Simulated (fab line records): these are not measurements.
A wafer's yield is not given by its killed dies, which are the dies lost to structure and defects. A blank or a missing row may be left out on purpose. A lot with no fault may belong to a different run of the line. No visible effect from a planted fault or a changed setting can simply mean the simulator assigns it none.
Comparing a struck lot with a sound one    flow nand_harc    24 steps out of a route of 1159
Sound: these wafers, L825.1, L825.4, L825.5. The struck wafers were L837.2, L837.3, L837.4. At the end, the cause is stated.
At each step with rows: each side's tool, then ch and its chambers, then its first start. Under that, the readings that differ: sound wafers    struck wafers    difference of the means    sigmas: that difference in standard deviations of wafers without a fault.
alike: readings whose means differ by less than 2 such deviations, and words and numbers that are the same on both sides. not compared: withheld readings, readings that some wafer has no value for, bounds like >300 that may hide the same value, and numbers for which the record gives no deviation and whose values overlap.
The two part at a step that has a row with sigmas, a row that says differs or no value, or rows on one side only. Numbers that don't overlap but have no deviation are shown without sigmas and don't part them. Lack of a reading on every wafer of one side parts them only where that side has two or more wafers.

NHARC_A_M0_INSPECT_27:
  sound on defect_inspect-01, day 18 02:26; struck on defect_inspect-01, day 21 16:43
  alike: raw_defect_count
NHARC_A_M0_PRE_CLEAN_31: time 12 s.
  sound on pecvd-02 ch 0,1, day 18 02:32; struck on pecvd-01 ch 0,1, day 21 16:48
  alike: heater_power_w
NHARC_A_M0_DEP_32: deposits SiCN, target thk 30 nm.
  sound on pecvd-02 ch 0,1, day 18 02:41; struck on pecvd-01 ch 0,1, day 21 16:55
  alike: heater_power_w
then, 8 steps without rows for these wafers: NHARC_A_M1_DEP_00 (deposits SiOC, target thk 182.5 nm); NHARC_A_M1_DEHYDRATE_01 (time 120 s); NHARC_A_M1_HMDS_02 (time 30 s); NHARC_A_M1_COAT_34 (time 65 s); NHARC_A_M1_COAT_03 (resist thk 90 nm); NHARC_A_M1_SOFTBAKE_04 (time 55 s); NHARC_A_M1_EBR_05; NHARC_A_M1_EXPOSE_06 (exposes mask A M1, target cd 120 nm).
NHARC_A_M1_PEB_07: peb time 65 s.
  sound on litho_track-01 ch 0, day 18 03:40; struck on litho_track-04 ch 0, day 21 18:04
reading                   sound              struck             difference  sigmas
heater_power_total_W (W)  157.2 156.3 156.7  173.1 172.5 172.5  +16.0       +37
  alike: chill_plate_temp_C
then, 1 step without rows for these wafers: NHARC_A_M1_DEVELOP_08 (develop time 35 s).
NHARC_A_M1_CD_MEAS_09: target cd 120 nm.
  sound on cd_sem-03 ch 0, day 18 03:44; struck on cd_sem-02 ch 0, day 21 18:09
reading     sound              struck             difference  sigmas
cd_nm (nm)  120.0 120.4 120.0  113.1 113.8 113.2  -6.8        -17
NHARC_A_M1_OVL_MEAS_10: pitch 240 nm.
  sound on overlay-01, day 18 03:50; struck on overlay-01, day 21 18:14
  alike: overlay_x_nm, overlay_y_nm
NHARC_A_M1_INSPECT_11:
  sound on defect_inspect-01, day 18 03:52; struck on defect_inspect-02, day 21 18:16
  alike: raw_defect_count
NHARC_A_M1_DESCUM_14: chemistry O2, time 3 s.
  sound on rie_diel-09 ch 1,3, day 18 03:55; struck on rie_diel-09 ch 0,1,2, day 21 18:20
reading                sound              struck             difference  sigmas
model.A_M1.cd_nm (nm)  119.6 120.8 119.9  113.2 113.8 113.3  -6.7        
  alike: chamber_pressure_mTorr, drypump_motor_current_A, oes_product_au, rf_vpp_V, showerhead_plenum_p_Torr, throttle_valve_pct
  not compared: rf_hours_counter_h
NHARC_A_M1_ETCH_35: etches the open film in N2/H2, target depth 40 nm, overetch 12 nm, time 43.94 s.
  sound on rie_diel-09 ch 1,3, day 18 04:01; struck on rie_diel-09 ch 0,1,3, day 21 18:25
  alike: chamber_pressure_mTorr, drypump_motor_current_A, oes_product_au, rf_vpp_V, showerhead_plenum_p_Torr, throttle_valve_pct
  not compared: rf_hours_counter_h
NHARC_A_M1_ETCH_15: etches the open film in C4F8/Ar, target depth 182.5 nm, time 91.2 s.
  sound on rie_diel-09 ch 1,2,3; struck on rie_diel-09 ch 0,2,3
  alike: chamber_pressure_mTorr, oes_product_au, rf_vpp_V
  not compared: rf_hours_counter_h
NHARC_A_M1_CD_MEAS_16:
  sound on cd_sem-03, day 18 04:14; struck on cd_sem-02, day 21 18:38
reading     sound              struck             difference  sigmas
cd_nm (nm)  119.3 120.6 119.8  112.9 113.3 113.3  -6.7        -13
NHARC_A_M1_STRIP_18: strips in N2/H2.
  sound on rie_diel-05 ch 0,1,3, day 18 04:18; struck on rie_diel-05 ch 0,2,3, day 21 18:43
  alike: chamber_pressure_mTorr, drypump_motor_current_A, oes_product_au, rf_vpp_V, showerhead_plenum_p_Torr, throttle_valve_pct
  not compared: rf_hours_counter_h
NHARC_A_M1_ETCH_28: etches the open film in CF4/N2, target depth 30 nm, time 72.99 s.
  sound on rie_diel-05 ch 1,3; struck on rie_diel-05 ch 0,2,3
reading                sound              struck             difference  sigmas
model.A_M1.cd_nm (nm)  119.3 120.5 119.3  113.5 113.4 113.3  -6.3        
  alike: chamber_pressure_mTorr, drypump_motor_current_A, oes_product_au, rf_vpp_V, showerhead_plenum_p_Torr, throttle_valve_pct
  not compared: rf_hours_counter_h
then, 1 step without rows for these wafers: NHARC_A_M1_STRIP_19 (strips in post etch residue remover, time 600 s).
NHARC_END_SORT_01:
  the record has rows for the sound wafers here (prober-02 ch 0, day 20 01:40) and none for the struck ones

WHERE THEY PART
First at NHARC_A_M1_PEB_07; last, within this record, at NHARC_END_SORT_01.

WHY: whatever the simulator had introduced
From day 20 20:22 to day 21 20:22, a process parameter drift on litho_track-04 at NHARC_A_M1_PEB_07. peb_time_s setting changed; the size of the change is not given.
